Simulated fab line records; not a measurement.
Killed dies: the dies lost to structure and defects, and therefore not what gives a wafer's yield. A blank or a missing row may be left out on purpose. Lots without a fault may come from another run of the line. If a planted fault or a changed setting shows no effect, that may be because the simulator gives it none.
Chamber matching | flow n5_finfet | rie_diel-05 running N5_BEOL_M13_VIA_ETCH_16: 4 sister chambers
The step etches SiOC in C4F8/O2/Ar, target depth 921.7 nm. 20 wafers are shown with their chamber, then 10 later ones without.

== EACH WAFER AND ITS CHAMBER ==
wafer  | chamber | showerhead_plenum_p_Torr (Torr) | throttle_valve_pct (%) | drypump_motor_current_A (A)
L076.1 | 1       | 3.49                            | 23.76                  | 6.0
L076.3 | 0       | 3.25                            | 24.03                  | 5.2
L076.6 | 0       | 3.25                            | 24.01                  | 5.1
L081.1 | 2       | 3.27                            | 24.02                  | 5.0
L081.2 | 0       | 3.25                            | 24.01                  | 5.1
L081.4 | 3       | 3.54                            | 24.66                  | 5.8
L079.1 | 3       | 3.54                            | 24.68                  | 5.8
L079.5 | 2       | 3.27                            | 24.02                  | 5.1
L079.6 | 3       | 3.54                            | 24.69                  | 5.8
L080.1 | 2       | 3.27                            | 24.02                  | 5.1
L080.3 | 1       | 3.49                            | 23.76                  | 6.0
L080.5 | 2       | 3.27                            | 24.01                  | 5.0
L084.3 | 2       | 3.27                            | 24.02                  | 5.0
L084.4 | 0       | 3.24                            | 24.04                  | 5.1
L084.6 | 1       | 3.49                            | 23.76                  | 5.9
L086.1 | 2       | 3.26                            | 24.03                  | 5.1
L086.3 | 0       | 3.24                            | 24.05                  | 5.1
L086.6 | 0       | 3.24                            | 24.04                  | 5.1
L088.1 | 0       | 3.24                            | 24.06                  | 5.1
L088.4 | 3       | 3.53                            | 24.71                  | 5.8

SIGNATURES (averages over the wafers above)
reading                  | chamber 0 | chamber 1 | chamber 2 | chamber 3 | scatter within a chamber
showerhead_plenum_p_Torr | 3.2443    | 3.4900    | 3.2683    | 3.5375    | 0.00454
throttle_valve_pct       | 24.0343   | 23.7600   | 24.0200   | 24.6850   | 0.0151
drypump_motor_current_A  | 5.114     | 5.967     | 5.050     | 5.800     | 0.0435
Rule: distance of a wafer from a chamber = root of the sum over the readings of ((wafer's reading minus chamber's mean) / reading's scatter) squared. The wafer belongs to the nearest chamber; if the next one is less than 2 further off, it can't be placed. The scatter: take each reading less its chamber's mean, square it, sum over the shown wafers, divide by the number of wafers less the number of chambers, and take the root.

== WAFERS MISSING THEIR CHAMBER ==
wafer  | showerhead_plenum_p_Torr (Torr) | throttle_valve_pct (%) | drypump_motor_current_A (A)
L088.5 | 3.24                            | 24.05                  | 5.2
L091.2 | 3.23                            | 24.05                  | 5.1
L091.3 | 3.53                            | 24.70                  | 5.8
L091.5 | 3.53                            | 24.71                  | 5.8
L090.3 | 3.23                            | 24.06                  | 5.1
L090.4 | 3.23                            | 24.04                  | 5.1
L090.6 | 3.26                            | 24.03                  | 5.0
L094.2 | 3.23                            | 24.05                  | 5.1
L094.3 | 3.26                            | 24.03                  | 5.0
L094.6 | 3.48                            | 23.78                  | 6.0

== WHICH CHAMBER EACH WENT THROUGH ==
wafer  | from the rows above | in truth
L088.5 | 0                   | 0
L091.2 | 0                   | 0
L091.3 | 3                   | 3
L091.5 | 3                   | 3
L090.3 | 0                   | 0
L090.4 | 0                   | 0
L090.6 | 2                   | 2
L094.2 | 0                   | 0
L094.3 | 2                   | 2
L094.6 | 1                   | 1
Correct placement for 10 of the 10. Number that these rows cannot place: 0. Wrongly placed: 0.
